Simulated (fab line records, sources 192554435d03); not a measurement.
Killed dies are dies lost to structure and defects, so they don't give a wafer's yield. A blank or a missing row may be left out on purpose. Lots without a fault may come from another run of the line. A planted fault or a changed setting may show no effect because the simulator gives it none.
fab line records | flow n5_finfet
record lots=11 wafers=33 last_day=19
route steps=1938 shown BEOL_M13@1714 BEOL_M14@1733
lots that met no fault: from a run of the same line without faults
start_h: hours from the record's first day to the start of the lot's first wafer shown | wait_h: hours since the lot's step before | " the same as in the row above | L1.1+2: a row that stands for several wafers | - no value, or no start given | * or withheld: withheld | < > ~ a bound
route shown NAME@n: a module of which the file shows steps, and the number in the route of the first | usual: mean/standard deviation of fault-free wafers | same: alike in all rows | chamber/n: place in a boat | sites: the reading at each site | _std_site: their standard deviation | _edge_site: outer sites' mean less inner sites' | radius_mm: how far each site lies from the wafer's centre | mask NAME#n: copy n | behind: the tool/chamber that last shaped the wafer | hold: why the lot was held/for how many hours/how that ended | device: the transistor (n, p or np) that didn't switch | end of line: the same wafers' tests at the end of the route | a step without rows: its recipe alone | killed: dies lost to structure and defects at the first sort, not the wafer's yield | map: a wafer's dies, x killed, . not, _ none there
set.NAME: the setting as run; set.NAME@STEP: as run at that earlier step | model.NAME: the simulator's own value behind a step, which no gauge read
steps of the route over a sample of lots; a table a step, a row a wafer
services: from which hour (start_h, from the record's first day; less than 0 if before it) a tool's chamber was out of use, for how many hours, and why
## steps
# step N5_BEOL_M13_RS_MEAS_54
# recipe thk_meas_gauge=four-point-probe reads=Cu_of_BEOL_M13_ECD_47+Ta_of_BEOL_M13_SPUTTER_44+TaN_of_BEOL_M13_SPUTTER_43
# usual M13_RS=0.0452/0.00064
# columns lot.wafer tool chamber start_h wait_h M13_RS[ohm/sq]
L891.2 film_metro-01 - 289.89 0.1 0.0447
L891.3 " - " " 0.0451
L891.5 " - " " 0.0444
L890.1 film_metro-02 - 290.86 0.0 0.0444
L890.3 " - " " 0.0449
L890.6 " - " " 0.0448
L893.1 film_metro-01 - 306.43 0.0 0.0444
L893.4 " - " " 0.0441
L893.6 " - " " 0.0445
L896.2 film_metro-01 - 316.12 0.1 0.0450
L896.4 " - " " 0.0447
L896.6 " - " " 0.0459
L894.1 film_metro-01 - 317.61 0.0 0.0446
L894.2 " - " " 0.0447
L894.4 " - " " 0.0459
L895.1 film_metro-01 - 318.07 0.0 0.0440
L895.3 " - " " 0.0448
L895.4 " - " " 0.0447
L898.1 film_metro-01 - 337.76 0.0 0.0448
L898.2 " - " " 0.0461
L898.5 " - " " 0.0462
L901.2 film_metro-02 - 361.10 0.1 0.0456
L901.4 " - " " 0.0454
L901.5 " - " " 0.0449
L910.1 film_metro-01 - 401.87 0.0 0.0444
L910.3 " - " " 0.0451
L910.4 " - " " 0.0445
L911.1 film_metro-01 - 407.93 0.0 0.0454
L911.3 " - " " 0.0463
L911.4 " - " " 0.0452
L912.1 film_metro-02 - 420.91 0.0 0.0459
L912.3 " - " " 0.0464
L912.6 " - " " 0.0462
# step N5_BEOL_M14_STRIP_64
# recipe chemistry=O2 power_w=600 temp_c=60 pressure_mtorr=30 rf_frequency_hz=6e+07 bias_power_w=0 overash_fraction=0.3 o2_flow_sccm=225
# usual drypump_motor_current_A=5.7/0.39 oes_product_au=0.81/0.062 rf_vpp_V=3.6/0.48 showerhead_plenum_p_Torr=2.13/0.1 throttle_valve_pct=16.68/0.22
# columns lot.wafer tool chamber start_h wait_h drypump_motor_current_A oes_product_au rf_hours_counter_h rf_vpp_V showerhead_plenum_p_Torr throttle_valve_pct
L891.2 rie_diel-03 2 - - 5.6 0.92 11 3.0 2.26 16.65
L891.3 " 0 " " 5.6 0.88 38 3.6 2.22 16.26
L891.5 " 1 " " 5.4 0.82 - 4.1 2.20 16.68
L890.1 rie_diel-03 1 - - 5.5 0.83 91 4.5 2.20 16.69
L890.3 " 3 " " 6.4 0.69 227 3.5 2.08 16.69
L890.6 " 1 " " 5.4 0.83 - 3.0 2.20 16.67
L893.1 rie_diel-03 2 - - 5.6 0.91 17 4.3 2.26 16.67
L893.4 " 3 " " 6.4 0.68 233 4.1 2.08 16.72
L893.6 " 2 " " 5.7 0.92 - 3.9 2.26 16.68
L896.2 rie_diel-01 0 - - 5.6 0.81 71 3.6 2.02 16.59
L896.4 " 1 " " 5.8 0.82 108 3.2 2.05 16.67
L896.6 " 3 " " 6.5 0.81 - 4.0 2.22 16.96
L894.1 rie_diel-03 1 - - 5.5 0.81 102 3.6 2.19 16.69
L894.2 " 3 " " 6.4 0.68 237 3.0 2.08 16.70
L894.4 " 3 " " 6.4 0.68 - 3.8 2.08 16.71
L895.1 rie_diel-05 2 - - 5.6 0.80 105 3.9 2.21 16.71
L895.3 " 0 " " 5.6 0.75 161 4.1 1.93 17.11
L895.4 " 1 " " 5.5 0.84 62 3.7 2.03 16.53
L898.1 rie_diel-03 0 - - 5.7 0.87 48 3.7 2.21 16.29
L898.2 " 3 " " 6.4 0.67 246 3.4 2.08 16.73
L898.5 " 3 " " 6.5 0.67 - 3.4 2.08 16.72
L901.2 rie_diel-03 1 - - 5.4 0.80 119 3.4 2.19 16.74
L901.4 " 2 " " 5.7 0.87 - 3.3 2.25 16.71
L901.5 " 0 " " 5.6 0.86 - 3.8 2.21 16.29
L910.1 rie_diel-05 1 - - 5.6 0.79 94 4.1 2.02 16.58
L910.3 " 3 " " 5.5 0.83 61 3.8 2.13 16.70
L910.4 " 0 " " 5.5 0.72 193 3.0 1.92 17.17
L911.1 rie_diel-01 2 - - 5.1 0.81 95 4.0 2.01 16.40
L911.3 " 3 " " 6.5 0.77 126 4.0 2.20 17.03
L911.4 " 3 " " 6.5 0.77 - 3.0 2.21 17.04
L912.1 rie_diel-01 3 - - 6.4 0.77 130 3.2 2.20 17.03
L912.3 " 2 " " 5.1 0.80 100 3.3 2.01 16.40
L912.6 " 2 " " 5.1 0.79 - 4.0 2.01 16.41
# step N5_BEOL_M14_CD_MEAS_17
# recipe target_cd_nm=250 polarity=opening
# usual cd_nm=252.0/2.4
# columns lot.wafer tool chamber start_h wait_h cd_nm
L891.2 cd_sem-02 - 292.14 0.0 247.1
L891.3 " - " " 251.4
L891.5 " - " " 254.6
L890.1 cd_sem-01 - 292.49 0.0 258.5
L890.3 " - " " 254.1
L890.6 " - " " 253.2
L893.1 cd_sem-03 - 308.16 0.0 251.2
L893.4 " - " " 251.1
L893.6 " - " " 248.2
L896.2 cd_sem-03 - 317.21 0.0 250.1
L896.4 " - " " 252.8
L896.6 " - " " 249.2
L894.1 cd_sem-02 - 318.82 0.0 254.2
L894.2 " - " " 256.1
L894.4 " - " " 255.0
L895.1 cd_sem-01 - 319.16 0.0 254.6
L895.3 " - " " 251.3
L895.4 " - " " 251.7
L898.1 cd_sem-03 - 338.84 0.0 255.5
L898.2 " - " " 254.9
L898.5 " - " " 252.1
L901.2 cd_sem-03 - 362.64 0.0 250.3
L901.4 " - " " 249.8
L901.5 " - " " 255.4
L910.1 cd_sem-01 - 403.09 0.0 256.5
L910.3 " - " " 252.3
L910.4 " - " " 250.3
L911.1 cd_sem-03 - 409.22 0.0 253.9
L911.3 " - " " 249.5
L911.4 " - " " 252.9
L912.1 cd_sem-03 - 422.12 0.0 253.7
L912.3 " - " " 251.8
L912.6 " - " " 254.8
# step N5_BEOL_M14_COAT_65
# recipe resist=SOC temp_c=250 time_s=60 spin_rpm=1500 resist_thk_nm=450
# usual plate_temp_C=250.00/0.17 spin_speed_rpm=1499.9/0.99
# columns lot.wafer tool chamber start_h wait_h plate_temp_C spin_speed_rpm
L891.2 litho_track-04 0 292.19 0.0 249.66 1501.1
L891.3 " 0 " " 249.93 1501.8
L891.5 " 0 " " 249.84 1500.6
L890.1 litho_track-04 0 292.52 0.0 249.89 1500.2
L890.3 " 0 " " 250.03 1498.0
L890.6 " 0 " " 250.18 1500.3
L893.1 litho_track-03 0 308.20 0.0 249.87 1500.6
L893.4 " 0 " " 250.21 1501.0
L893.6 " 0 " " 249.97 1498.8
L896.2 litho_track-03 0 317.25 0.0 250.09 1498.5
L896.4 " 0 " " 250.03 1500.1
L896.6 " 0 " " 249.91 1499.0
L894.1 litho_track-03 0 318.86 0.0 250.32 1499.8
L894.2 " 0 " " 249.93 1500.1
L894.4 " 0 " " 250.03 1501.1
L895.1 litho_track-04 0 319.19 0.0 249.88 1498.0
L895.3 " 0 " " 250.18 1499.5
L895.4 " 0 " " 249.86 1499.7
L898.1 litho_track-04 0 338.88 0.0 250.15 1547.6
L898.2 " 0 " " 250.05 1548.0
L898.5 " 0 " " 249.78 1546.9
L901.2 litho_track-04 0 362.67 0.0 250.06 1547.4
L901.4 " 0 " " 249.90 1547.5
L901.5 " 0 " " 250.07 1549.0
L910.1 litho_track-02 0 403.13 0.0 249.93 1499.1
L910.3 " 0 " " 249.91 1499.8
L910.4 " 0 " " 250.02 1501.4
L911.1 litho_track-02 0 409.26 0.0 249.98 1498.7
L911.3 " 0 " " 249.96 1498.2
L911.4 " 0 " " 250.07 1499.9
L912.1 litho_track-03 0 422.16 0.0 250.10 1499.5
L912.3 " 0 " " 250.15 1500.2
L912.6 " 0 " " 250.11 1499.5
## services
# columns tool chamber start_h hours kind
rie_diel-01 - 288.94 2.8 pm
rie_diel-05 0 293.56 3.4 repair
litho_track-04 - 321.31 - consumable_replace:filter
rie_diel-03 3 348.27 - clean
rie_diel-03 3 348.27 - consumable_replace:focus_ring
rie_diel-03 3 348.27 19.9 scheduled_down
rie_diel-03 3 348.27 19.9 vent_cycle
litho_track-02 - 361.12 - consumable_replace:filter
rie_diel-05 2 381.55 8.7 repair
rie_diel-01 2 385.76 11.6 repair
## key
first_sign step=N5_BEOL_M14_COAT_65 reading=spin_speed_rpm direction=up sigmas=48 usual=* struck=*
effect none on later readings
met_at N5_BEOL_M14_COAT_65
struck_lots L898,L901
not_acting_at N5_BEOL_M13_RS_MEAS_54,N5_BEOL_M14_STRIP_64,N5_BEOL_M14_CD_MEAS_17
onset_between 319.19 338.88
fault kind=process_parameter_drift tool=litho_track-04 chamber=- onset_h=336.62 steps=N5_BEOL_M14_COAT_65 channel=spin_rpm offset=* shape=step end_h=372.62 acts_in=* stated=*
